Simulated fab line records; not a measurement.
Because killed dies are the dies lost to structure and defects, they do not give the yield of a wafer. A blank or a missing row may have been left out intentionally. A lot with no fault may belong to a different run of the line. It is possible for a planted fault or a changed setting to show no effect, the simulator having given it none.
2 desks, one fault | flow nand_harc | each desk holds nothing but its own numbers, with what lay behind them at the end

== AT THE TOOL OWNER'S DESK: ald_hk-02 ==
The tool's own readings at NHARC_A_WL_FILL_ALD_00 (deposits Al2O3, target thk 3 nm, pulse time 3 s, ald cycles 30): means of the sampled wafers that have a number, for each lot that ran on this tool. If a lot's mean is further than 4 standard deviations from the usual mean, the lot is out of limits and carries the mark OUT (the distance appears in the brackets).
Columns: A = heater_power_w at NHARC_A_WL_FILL_ALD_00, usual 479 W; B = precursor_pulse_height_rel at NHARC_A_WL_FILL_ALD_00, usual 0.997; C = susceptor_temp_C at NHARC_A_WL_FILL_ALD_00, usual 299.99 C
lot  | first seen here | A   | B     | C
L657 | day 24 11:50    | 464 | 0.972 | -
L659 | day 24 12:02    | 510 | 0.997 | 300.16
L660 | day 24 16:35    | 509 | 1.005 | 299.92
L662 | day 25 11:40    | 452 | 1.028 | 301.62 (+8.6) OUT
L661 | day 25 13:54    | 488 | 1.008 | 301.62 (+8.6) OUT
Finding of this desk: L661, L662 out of limits; the first was L662 at day 25 11:40, on susceptor_temp_C at NHARC_A_WL_FILL_ALD_00. In limits: L657, L659, L660.

== THE METROLOGY DESK ==
What the gauges read for every lot (on any tool): the sampled wafers with a number, averaged. If a lot's mean is further than 4 standard deviations from the usual mean, the lot is out of limits and carries the mark OUT (the distance appears in the brackets).
Columns: A = overlay_x_nm at NHARC_A_SLIT_OVL_MEAS_10, usual 0.3 nm; B = overlay_y_nm at NHARC_A_SLIT_OVL_MEAS_10, usual -0.5 nm
lot  | first seen here | A    | B
L650 | day 20 02:34    | 0.2  | -1.2
L651 | day 20 02:46    | 0.2  | 0.9
L653 | day 20 22:28    | 0.8  | -1.8
L655 | day 21 14:24    | 0.4  | -1.3
L658 | day 23 18:27    | 1.3  | -1.3
L657 | day 23 19:09    | -1.5 | 0.2
L659 | day 23 19:50    | 0.4  | -1.3
L660 | day 23 23:35    | -0.9 | -0.4
L662 | day 24 22:35    | 1.0  | 0.7
L661 | day 24 22:44    | -0.1 | 0.1
L671 | day 28 22:44    | 0.2  | -0.1
L672 | day 29 17:16    | -0.8 | -1.8
L673 | day 29 17:26    | 0.8  | -0.1
This desk's verdict: no lot among the 13 shows anything out of limits.

== PUT TOGETHER ==
At day 25 11:40, on L661, L662, the tool owner's desk was in a position to raise an alarm.
The metrology desk saw nothing out of limits.
The metrology desk holds a record of L661, L662, inside its limits.
The lots listed all ran NHARC_A_WL_FILL_ALD_00 on ald_hk-02.

== WHAT THE SIMULATOR HAD PUT IN ==
ald_hk-02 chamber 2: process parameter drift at NHARC_A_WL_FILL_ALD_00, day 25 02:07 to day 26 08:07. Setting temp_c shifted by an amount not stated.
Struck lots among those shown: L661, L662.
Delay in hours, fault start to first out-of-limits reading, by desk: the tool owner's desk at 10.
